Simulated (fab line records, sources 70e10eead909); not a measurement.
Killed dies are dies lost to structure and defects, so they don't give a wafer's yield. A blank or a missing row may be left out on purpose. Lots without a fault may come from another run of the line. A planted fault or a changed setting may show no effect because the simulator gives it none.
Which tool did it? | flow nand_harc | 14 lots, 42 wafers sampled, at 4 steps of a route of 1302

WHAT THE GAUGES READ, wafer by wafer
NHARC_P_ZERO_WELL_CD_MEAS_52: target cd 2000 nm. Usual: cd_nm 1999.7 nm, standard deviation 1.2.
lot  | measured     | on        | cd_nm (nm)           | flag
L133 | day 2 02:04  | cd_sem-02 | 1998.3 1999.1 1998.6 |
L135 | day 2 21:59  | cd_sem-02 | 2000.0 1999.6 2000.2 |
L136 | day 3 07:41  | cd_sem-02 | 2001.3 2000.4 2000.1 |
L137 | day 3 17:52  | cd_sem-03 | 1999.2 1998.1 2000.5 |
L138 | day 4 03:37  | cd_sem-03 | 1999.5 1999.2 2002.2 |
L139 | day 4 13:53  | cd_sem-03 | 1999.2 1998.4 2001.2 |
L144 | day 6 15:44  | cd_sem-02 | 1998.2 1999.5 1996.8 |
L145 | day 7 01:49  | cd_sem-03 | 1999.8 1999.6 1998.3 |
L149 | day 8 17:44  | cd_sem-01 | 1998.8 2000.2 1999.5 |
L150 | day 9 04:27  | cd_sem-01 | - - -                | OFF
L151 | day 9 16:07  | cd_sem-01 | - - -                | OFF
L152 | day 9 23:59  | cd_sem-03 | 1998.9 2000.4 2000.1 |
L155 | day 11 05:37 | cd_sem-01 | 1999.5 2000.8 2002.1 |
L156 | day 11 15:38 | cd_sem-03 | 1999.8 1998.0 2000.3 |

NHARC_P_ZERO_WELL_INSPECT_43. Usual: raw_defect_count 13, standard deviation 6.9.
lot  | measured     | on                | raw_defect_count | flag
L133 | day 2 03:53  | defect_inspect-01 | 12 24 23         |
L135 | day 2 23:49  | defect_inspect-02 | 6 13 12          |
L136 | day 3 09:31  | defect_inspect-01 | 15 24 33         |
L137 | day 3 19:44  | defect_inspect-01 | 12 11 10         |
L138 | day 4 05:27  | defect_inspect-02 | 32 13 23         |
L139 | day 4 15:41  | defect_inspect-02 | 11 9 12          |
L144 | day 6 17:38  | defect_inspect-01 | 7 9 11           |
L145 | day 7 03:38  | defect_inspect-02 | 14 10 11         |
L149 | day 8 19:32  | defect_inspect-02 | 11 13 3          |
L150 | day 9 06:33  | defect_inspect-01 | 1174 1077 1112   | OFF
L151 | day 9 17:58  | defect_inspect-02 | 1119 1124 1108   | OFF
L152 | day 10 01:56 | defect_inspect-01 | 23 9 4           |
L155 | day 11 07:26 | defect_inspect-02 | 3 5 14           |
L156 | day 11 17:37 | defect_inspect-02 | 10 13 18         |

WHICH TOOL RAN EACH LOT (tool, then ch and the chambers of the sampled wafers, then the start)
lot  | NHARC_P_ZERO_WELL_DESCUM_26        | NHARC_P_ZERO_WELL_EXPOSE_49
L133 | rie_diel-08 ch 0,1, day 1 23:03    | krf_scanner-02 ch 0, day 2 01:55
L135 | rie_diel-13 ch 0,3, day 2 18:44    | krf_scanner-04 ch 0, day 2 21:50
L136 | rie_diel-08 ch 2,3, day 3 04:41    | krf_scanner-04 ch 0, day 3 07:32
L137 | rie_diel-05 ch 1,2,3, day 3 14:44  | krf_scanner-01 ch 0, day 3 17:42
L138 | rie_diel-13 ch 0,1,2, day 4 00:38  | krf_scanner-04 ch 0, day 4 03:28
L139 | rie_diel-08 ch 1,2, day 4 10:47    | krf_scanner-01 ch 0, day 4 13:44
L144 | rie_diel-05 ch 0,1, day 6 12:44    | krf_scanner-01 ch 0, day 6 15:34
L145 | rie_diel-08 ch 0,1,3, day 6 22:43  | krf_scanner-02 ch 0, day 7 01:39
L149 | rie_diel-08 ch 0,1,3, day 8 14:40  | krf_scanner-02 ch 0, day 8 17:35
L150 | rie_diel-05 ch 1,2,3, day 9 01:25  | krf_scanner-02, day 9 04:17
L151 | rie_diel-13 ch 1,2,3, day 9 12:59  | krf_scanner-01, day 9 15:57
L152 | rie_diel-08 ch 0,2,3, day 9 20:49  | krf_scanner-02 ch 0, day 9 23:50
L155 | rie_diel-08 ch 0,1,3, day 11 02:38 | krf_scanner-01 ch 0, day 11 05:28
L156 | rie_diel-08 ch 0,3, day 11 12:39   | krf_scanner-02 ch 0, day 11 15:29
- NHARC_P_ZERO_WELL_DESCUM_26: chemistry O2, time 3 s.
- NHARC_P_ZERO_WELL_EXPOSE_49: exposes mask P HVPW, target cd 2000 nm.

WHAT THE TOOLS THEMSELVES READ (means of the sampled wafers that have a number; where no wafer has one, the mark that the record gives instead)
NHARC_P_ZERO_WELL_DESCUM_26. Usual: chamber_pressure_mTorr 60.00 mTorr, standard deviation 0.051; drypump_motor_current_A 5.6 A, standard deviation 0.53; oes_product_au 1.001 a.u., standard deviation 0.0075; rf_vpp_V 57.7 V, standard deviation 0.88; showerhead_plenum_p_Torr 1.90 Torr, standard deviation 0.074; throttle_valve_pct 11.312 %, standard deviation 0.009.
lot  | tool        | chamber_pressure_mTorr (mTorr) | drypump_motor_current_A (A) | oes_product_au (a.u.) | rf_vpp_V (V) | showerhead_plenum_p_Torr (Torr) | throttle_valve_pct (%) | flag
L133 | rie_diel-08 | 59.97                          | 5.7                         | 0.993                 | 57.4         | 1.93                            | 11.314                 |
L135 | rie_diel-13 | 60.03                          | 6.0                         | 1.000                 | 58.3         | 1.89                            | 11.310                 |
L136 | rie_diel-08 | 60.01                          | 6.2                         | 0.998                 | 57.3         | 1.92                            | 11.303                 |
L137 | rie_diel-05 | 59.99                          | 5.2                         | 1.003                 | 57.9         | 1.90                            | 11.312                 |
L138 | rie_diel-13 | 59.99                          | 5.6                         | 0.993                 | 58.1         | 1.96                            | 11.305                 |
L139 | rie_diel-08 | 60.01                          | 5.9                         | 1.005                 | 56.7         | 1.80                            | 11.320                 |
L144 | rie_diel-05 | 60.03                          | 5.4                         | 1.005                 | 58.1         | 1.88                            | 11.317                 |
L145 | rie_diel-08 | 60.00                          | 6.1                         | 0.995                 | 57.7         | 1.92                            | 11.303                 |
L149 | rie_diel-08 | 60.02                          | 6.1                         | 1.004                 | 57.9         | 1.92                            | 11.308                 |
L150 | rie_diel-05 | 60.00                          | 5.2                         | 1.005                 | 57.3         | 1.89                            | 11.319                 |
L151 | rie_diel-13 | 59.96                          | 5.2                         | 1.003                 | 58.2         | 1.93                            | 11.310                 |
L152 | rie_diel-08 | 59.98                          | 5.8                         | 1.001                 | 57.6         | 1.90                            | 11.311                 |
L155 | rie_diel-08 | 59.99                          | 6.1                         | 1.000                 | 56.6         | 1.91                            | 11.311                 |
L156 | rie_diel-08 | 60.04                          | 5.7                         | 0.999                 | 58.6         | 1.96                            | 11.315                 |

NHARC_P_ZERO_WELL_EXPOSE_49. Usual: exposure_dose_mJ_cm2 22.640, standard deviation 0.024; focus_offset_nm 0.0 nm, standard deviation 0.57; stage_vel_mm_s 499.96 mm/s, standard deviation 0.25.
lot  | tool           | exposure_dose_mJ_cm2 | focus_offset_nm (nm) | stage_vel_mm_s (mm/s) | flag
L133 | krf_scanner-02 | 22.638               | -0.5                 | 500.10                |
L135 | krf_scanner-04 | 22.627               | -0.7                 | 499.87                |
L136 | krf_scanner-04 | 22.648               | 0.5                  | 500.26                |
L137 | krf_scanner-01 | 22.632               | 0.3                  | 500.00                |
L138 | krf_scanner-04 | 22.635               | -0.2                 | 499.98                |
L139 | krf_scanner-01 | 22.655               | -0.0                 | 499.65                |
L144 | krf_scanner-01 | 22.627               | 0.5                  | 500.02                |
L145 | krf_scanner-02 | 22.623               | 0.1                  | 499.98                |
L149 | krf_scanner-02 | 22.668               | -0.1                 | 499.79                |
L150 | krf_scanner-02 | -                    | -                    | -                     | OFF
L151 | krf_scanner-01 | -                    | -                    | -                     | OFF
L152 | krf_scanner-02 | 22.652               | -0.3                 | 500.19                |
L155 | krf_scanner-01 | 22.612               | 0.1                  | 500.00                |
L156 | krf_scanner-02 | 22.636               | 0.5                  | 499.91                |

THE ANSWER, worked out from the rows above alone
Rule: a lot is off if the mean of its wafers that have a number lies more than 3 standard deviations from the usual mean. A lot without any number at a reading at which 4 lots or more have one is off too. The other lots that the step has rows for count as sound. The gauges are gone through in route order, then the tools' own readings, and for those a lot's mean is taken as printed above. The first step at which some lot is off is used, and at that step the reading that is off furthest; a lot without a number counts as furthest.
Off: L150, L151, at NHARC_P_ZERO_WELL_CD_MEAS_52 (cd_nm). Without a number there: L150, L151.
A tool fits if, at a process step before that reading, it ran every lot that is off, and no sound lot after the first of them. The gauges at NHARC_P_ZERO_WELL_CD_MEAS_52 aren't tried: what is off there is off at NHARC_P_ZERO_WELL_INSPECT_43 too, on other tools, and a gauge's error can't cause that. None of those tried fits.

WHAT THE SIMULATOR HAD PUT IN
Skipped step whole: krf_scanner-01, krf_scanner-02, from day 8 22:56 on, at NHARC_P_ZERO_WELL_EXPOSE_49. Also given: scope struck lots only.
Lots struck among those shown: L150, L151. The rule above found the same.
